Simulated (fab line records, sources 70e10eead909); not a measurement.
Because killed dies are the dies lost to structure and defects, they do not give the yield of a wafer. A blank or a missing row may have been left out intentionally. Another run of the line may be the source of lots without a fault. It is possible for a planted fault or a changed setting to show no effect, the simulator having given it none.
A lot that was struck, set against a sound lot    flow nand harc    15 steps out of a route of 1302
Sound: the wafers L631.2, L631.4, L631.6. Struck: wafer L646.3 (left out: L646.1, L646.6 of the same lot, which were not struck); the cause appears at the end.
Each step with rows lists, per side, the tool, then ch with its chambers, then its first start. Under that, the readings that differ: sound wafers    struck wafers    difference of the means    sigmas: that difference in standard deviations of wafers without a fault.
alike: readings whose means differ by less than 2 such deviations, and words and numbers that are the same on both sides. not compared: withheld readings, readings that some wafer has no value for, bounds like >300 that may hide the same value, and numbers for which the record gives no deviation and whose values overlap.
Wherever a step has rows on one side only, a row that says differs or no value, or a row with sigmas, the two part there. Non-overlapping numbers with no deviation appear without sigmas and do not part them. A reading missing from all wafers of one side parts the sides only when that side holds two or more wafers.

first, 7 steps without rows for these wafers: NHARC_A_BONDPAD_COAT_33 (time 65 s); NHARC_A_BONDPAD_COAT_03 (resist thk 600 nm); NHARC_A_BONDPAD_SOFTBAKE_04 (time 70 s); NHARC_A_BONDPAD_EBR_05; NHARC_A_BONDPAD_EXPOSE_06 (exposes mask A BPAD); NHARC_A_BONDPAD_PEB_07 (peb time 80 s); NHARC_A_BONDPAD_DEVELOP_08 (time 50 s).
NHARC_A_BONDPAD_CD_MEAS_09: the cd target is 500 nm.
  sound on cd sem-03 ch 0, day 23 20:55; struck on cd sem-02 ch 0, day 29 16:16
  alike: cd nm
NHARC_A_BONDPAD_OVL_MEAS_35:
  sound on overlay-02 at day 23 21:00; struck on overlay-02 at day 29 16:21
reading            sound     struck  difference  sigmas
overlay y nm (nm)  -7 -7 -7  7       +14         +3
  alike: overlay x nm
then, 1 step without rows for these wafers: NHARC_A_BONDPAD_HARDBAKE_10 (time 65 s).
NHARC_A_BONDPAD_DESCUM_11: chemistry O2, time 3 s.
  sound on rie diel-09 ch 1,2,3, day 23 21:08; struck on rie diel-04 ch 3, day 29 16:29
  alike: drypump motor current A, mfc ar sccm, oes product au, rf vpp V, showerhead plenum p Torr, throttle valve pct
  not compared: rf hours counter h
NHARC_A_BONDPAD_ETCH_34: etches the open film in N2/H2, target depth 60 nm, overetch 18 nm, time 65.91 s.
  sound on rie diel-09 ch 0,2, day 23 21:13; struck on rie diel-04 ch 3, day 29 16:35
reading                          sound              struck  difference  sigmas
rf fwd power W (W)               396.1 397.7 396.0  393.4   -3.2        -3
rf vpp V (V)                     426 427 426        435     +9          +3
showerhead plenum p Torr (Torr)  1.89 1.88 1.89     2.19    +0.30       +3
  alike: drypump motor current A, mfc ar sccm, oes product au, throttle valve pct
  not compared: rf hours counter h
NHARC_A_BONDPAD_ETCH_12: etches the open film in CHF3/O2, target depth 220 nm, time 110 s.
  sound on rie diel-09 ch 2,3, day 23 21:19; struck on rie diel-04 ch 3, day 29 16:41
reading                sound              struck  difference  sigmas
oes product au (a.u.)  0.921 0.914 0.924  0.720   -0.200      -10
rf fwd power W (W)     497.4 495.6 498.5  294.7   -202.5      -99 or more
  alike: drypump motor current A, mfc ar sccm, rf vpp V, showerhead plenum p Torr, throttle valve pct
  not compared: rf hours counter h
NHARC_A_BONDPAD_CD_MEAS_13:
  sound on cd sem-03 at day 23 21:27; struck on cd sem-01 at day 29 16:50
  alike: cd nm
NHARC_END_SORT_01:
  the record has rows for the struck wafers here (prober-01 ch 0, day 31 03:50) and none for the sound ones

## WHERE THEY PART
Earliest at NHARC_A_BONDPAD_OVL_MEAS_35; latest, in this record, at NHARC_END_SORT_01.

WHY: the cause the simulator had injected
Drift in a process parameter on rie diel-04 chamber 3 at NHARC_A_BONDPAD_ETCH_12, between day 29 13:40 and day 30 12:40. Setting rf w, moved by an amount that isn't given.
